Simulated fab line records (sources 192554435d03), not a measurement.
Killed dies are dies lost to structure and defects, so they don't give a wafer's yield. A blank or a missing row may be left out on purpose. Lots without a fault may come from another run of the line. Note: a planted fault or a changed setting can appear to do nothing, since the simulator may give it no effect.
Lot-split experiment / flow n5 finfet / 7 lots, 39 wafers read, on a route of 1938 steps

== ABOUT THE SPLIT ==
At N5_BEOL_M10_ILD_DEP_00 (deposits SiCOH lowk from DEMS/porogen, target thk 308.51 nm, time 58 s), the setting target thk a was moved away from the recipe's 3085.1 angstrom on 12 of the 39 wafers read, by -45.4% to +53.0%. This setting was run at the recipe's value on the other wafers.

== FROM THE SPLIT ON TO THE READING: in between, the file shows 1 step ==
- N5_BEOL_M10_CURE_71: cures SiCOH lowk, time 240 s

== THE READING ==
Values of M10_ILD_THK in nm from N5_BEOL_M10_THK_MEAS_01. Fault-free wafers of this fab line usually give 267 nm, standard deviation 3.5 nm.

wafer=L075.1; tool, chamber at the split=pecvd-03, 2; target thk a as run, angstrom=2155; against the recipe=-30.1%; M10_ILD_THK, nm=187; against lot-mates on the recipe=-82
wafer=L075.2; tool, chamber at the split=pecvd-03, 0; target thk a as run, angstrom=2155; against the recipe=-30.1%; M10_ILD_THK, nm=187; against lot-mates on the recipe=-82
wafer=L075.3; tool, chamber at the split=pecvd-03, 1; target thk a as run, angstrom=3085.1; against the recipe=recipe; M10_ILD_THK, nm=265; against lot-mates on the recipe=-
wafer=L075.4; tool, chamber at the split=pecvd-03, 1; target thk a as run, angstrom=3085.1; against the recipe=recipe; M10_ILD_THK, nm=270; against lot-mates on the recipe=-
wafer=L075.5; tool, chamber at the split=pecvd-03, 0; target thk a as run, angstrom=2155; against the recipe=-30.1%; M10_ILD_THK, nm=192; against lot-mates on the recipe=-77
wafer=L075.6; tool, chamber at the split=pecvd-03, 2; target thk a as run, angstrom=3085.1; against the recipe=recipe; M10_ILD_THK, nm=271; against lot-mates on the recipe=-
wafer=L078.1; tool, chamber at the split=pecvd-03, 1; target thk a as run, angstrom=3085.1; against the recipe=recipe; M10_ILD_THK, nm=264; against lot-mates on the recipe=-
wafer=L078.2; tool, chamber at the split=pecvd-03, 0; target thk a as run, angstrom=1686; against the recipe=-45.4%; M10_ILD_THK, nm=145; against lot-mates on the recipe=-121
wafer=L078.3; tool, chamber at the split=pecvd-03, 2; target thk a as run, angstrom=1686; against the recipe=-45.4%; M10_ILD_THK, nm=150; against lot-mates on the recipe=-116
wafer=L078.4; tool, chamber at the split=pecvd-03, 1; target thk a as run, angstrom=3085.1; against the recipe=recipe; M10_ILD_THK, nm=264; against lot-mates on the recipe=-
wafer=L078.5; tool, chamber at the split=pecvd-03, 0; target thk a as run, angstrom=3085.1; against the recipe=recipe; M10_ILD_THK, nm=270; against lot-mates on the recipe=-
wafer=L078.6; tool, chamber at the split=pecvd-03, 2; target thk a as run, angstrom=1686; against the recipe=-45.4%; M10_ILD_THK, nm=144; against lot-mates on the recipe=-122
wafer=L082.1; tool, chamber at the split=pecvd-02, 1; target thk a as run, angstrom=3085.1; against the recipe=recipe; M10_ILD_THK, nm=262; against lot-mates on the recipe=-
wafer=L082.2; tool, chamber at the split=pecvd-02, 2; target thk a as run, angstrom=3085.1; against the recipe=recipe; M10_ILD_THK, nm=267; against lot-mates on the recipe=-
wafer=L082.3; tool, chamber at the split=pecvd-02, 0; target thk a as run, angstrom=3085.1; against the recipe=recipe; M10_ILD_THK, nm=266; against lot-mates on the recipe=-
wafer=L082.4; tool, chamber at the split=pecvd-02, 1; target thk a as run, angstrom=3085.1; against the recipe=recipe; M10_ILD_THK, nm=266; against lot-mates on the recipe=-
wafer=L082.5; tool, chamber at the split=pecvd-02, 0; target thk a as run, angstrom=3085.1; against the recipe=recipe; M10_ILD_THK, nm=271; against lot-mates on the recipe=-
wafer=L082.6; tool, chamber at the split=pecvd-02, 2; target thk a as run, angstrom=3085.1; against the recipe=recipe; M10_ILD_THK, nm=275; against lot-mates on the recipe=-
wafer=L084.1; tool, chamber at the split=pecvd-01, 1; target thk a as run, angstrom=3085.1; against the recipe=recipe; M10_ILD_THK, nm=265; against lot-mates on the recipe=-
wafer=L084.2; tool, chamber at the split=pecvd-01, 0; target thk a as run, angstrom=3085.1; against the recipe=recipe; M10_ILD_THK, nm=267; against lot-mates on the recipe=-
wafer=L084.3; tool, chamber at the split=pecvd-01, 2; target thk a as run, angstrom=3085.1; against the recipe=recipe; M10_ILD_THK, nm=270; against lot-mates on the recipe=-
wafer=L084.4; tool, chamber at the split=pecvd-01, 0; target thk a as run, angstrom=3085.1; against the recipe=recipe; M10_ILD_THK, nm=267; against lot-mates on the recipe=-
wafer=L084.5; tool, chamber at the split=pecvd-01, 1; target thk a as run, angstrom=3085.1; against the recipe=recipe; M10_ILD_THK, nm=270; against lot-mates on the recipe=-
wafer=L084.6; tool, chamber at the split=pecvd-01, 2; target thk a as run, angstrom=3085.1; against the recipe=recipe; M10_ILD_THK, nm=273; against lot-mates on the recipe=-
wafer=L088.1; tool, chamber at the split=pecvd-02, 0; target thk a as run, angstrom=4076; against the recipe=+32.1%; M10_ILD_THK, nm=355; against lot-mates on the recipe=+87
wafer=L088.2; tool, chamber at the split=pecvd-02, 1; target thk a as run, angstrom=3085.1; against the recipe=recipe; M10_ILD_THK, nm=268; against lot-mates on the recipe=-
wafer=L088.3; tool, chamber at the split=pecvd-02, 2; target thk a as run, angstrom=3085.1; against the recipe=recipe; M10_ILD_THK, nm=268; against lot-mates on the recipe=-
wafer=L088.4; tool, chamber at the split=pecvd-02, 0; target thk a as run, angstrom=4076; against the recipe=+32.1%; M10_ILD_THK, nm=358; against lot-mates on the recipe=+90
wafer=L088.5; tool, chamber at the split=pecvd-02, 2; target thk a as run, angstrom=4076; against the recipe=+32.1%; M10_ILD_THK, nm=363; against lot-mates on the recipe=+95
wafer=L088.6; tool, chamber at the split=pecvd-02, 1; target thk a as run, angstrom=3085.1; against the recipe=recipe; M10_ILD_THK, nm=268; against lot-mates on the recipe=-
wafer=L091.1; tool, chamber at the split=pecvd-03, 0; target thk a as run, angstrom=3085.1; against the recipe=recipe; M10_ILD_THK, nm=269; against lot-mates on the recipe=-
wafer=L091.2; tool, chamber at the split=pecvd-03, 1; target thk a as run, angstrom=4721; against the recipe=+53.0%; M10_ILD_THK, nm=411; against lot-mates on the recipe=+141
wafer=L091.3; tool, chamber at the split=pecvd-03, 2; target thk a as run, angstrom=4721; against the recipe=+53.0%; M10_ILD_THK, nm=412; against lot-mates on the recipe=+142
wafer=L091.4; tool, chamber at the split=pecvd-03, 2; target thk a as run, angstrom=3085.1; against the recipe=recipe; M10_ILD_THK, nm=271; against lot-mates on the recipe=-
wafer=L091.5; tool, chamber at the split=pecvd-03, 0; target thk a as run, angstrom=4721; against the recipe=+53.0%; M10_ILD_THK, nm=420; against lot-mates on the recipe=+150
wafer=L091.6; tool, chamber at the split=pecvd-03, 1; target thk a as run, angstrom=3085.1; against the recipe=recipe; M10_ILD_THK, nm=270; against lot-mates on the recipe=-
wafer=L096.1; tool, chamber at the split=pecvd-02, 2; target thk a as run, angstrom=3085.1; against the recipe=recipe; M10_ILD_THK, nm=266; against lot-mates on the recipe=-
wafer=L096.2; tool, chamber at the split=pecvd-02, 0; target thk a as run, angstrom=3085.1; against the recipe=recipe; M10_ILD_THK, nm=263; against lot-mates on the recipe=-
wafer=L096.6; tool, chamber at the split=pecvd-02, 2; target thk a as run, angstrom=3085.1; against the recipe=recipe; M10_ILD_THK, nm=267; against lot-mates on the recipe=-

THE FIT
A straight line over all 39 wafers: M10_ILD_THK changes by +2.73 nm for each +1% of target thk a; r = +1.00; the points scatter about the line by 3.4 nm.
The same after taking each lot's own level away (the mean of its wafers on the recipe; 39 wafers): +2.7 nm for each +1%; r = +1.00; scatter 3.2 nm.
Per that fit: largest target thk a move, reading shift of 1.4e+02 nm.
Across the lots, their own levels run from 265.3 to 270.0 nm, a range of 1.3 times the standard deviation given above.
Hence the lot-to-lot level has little effect on the slope; both slopes agree.
Check: with one of the wafers moved furthest among these (+53.0%) left out of the fit, the line predicts +145 nm for it against its lot-mates. Against them it came out at +141 nm.

== OTHER SPLITS ON THESE WAFERS ==
Before the reading, these wafers also passed through other splits. Each is held against what the fit with the lots' levels taken away leaves over:
other split on the same wafers=N5_BEOL_M9_ILD_DEP_00 time s; wafers away from the commonest value=18; r with M10_ILD_THK (lot level and that fit taken away)=-0.01

== THE WHOLE CHAIN: every reading that the file lists as answering this split, in the file's order ==
step=N5_BEOL_M10_ILD_DEP_00; what it does=deposits SiCOH lowk from DEMS/porogen, target thk 308.51 nm, time 58 s; reading=SiCOH_lowk_of_BEOL_M10_ILD_DEP_00.thk nm (the simulator's own value, which no gauge read); change (the file's fit)=+3.05 nm for each +1% of the setting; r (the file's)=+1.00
step=N5_BEOL_M10_CURE_71; what it does=cures SiCOH lowk, time 240 s; reading=SiCOH_lowk_of_BEOL_M10_ILD_DEP_00.thk nm (the simulator's own value, which no gauge read); change (the file's fit)=+2.7 nm for each +1% of the setting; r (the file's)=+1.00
step=N5_BEOL_M10_THK_MEAS_01; what it does=; reading=M10_ILD_THK; change (the file's fit)=+2.7 for each +1% of the setting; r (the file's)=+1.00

== FILE'S OWN FIT ==
M10_ILD_THK changes by +2.7 nm for each +1% of target thk a, r = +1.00.
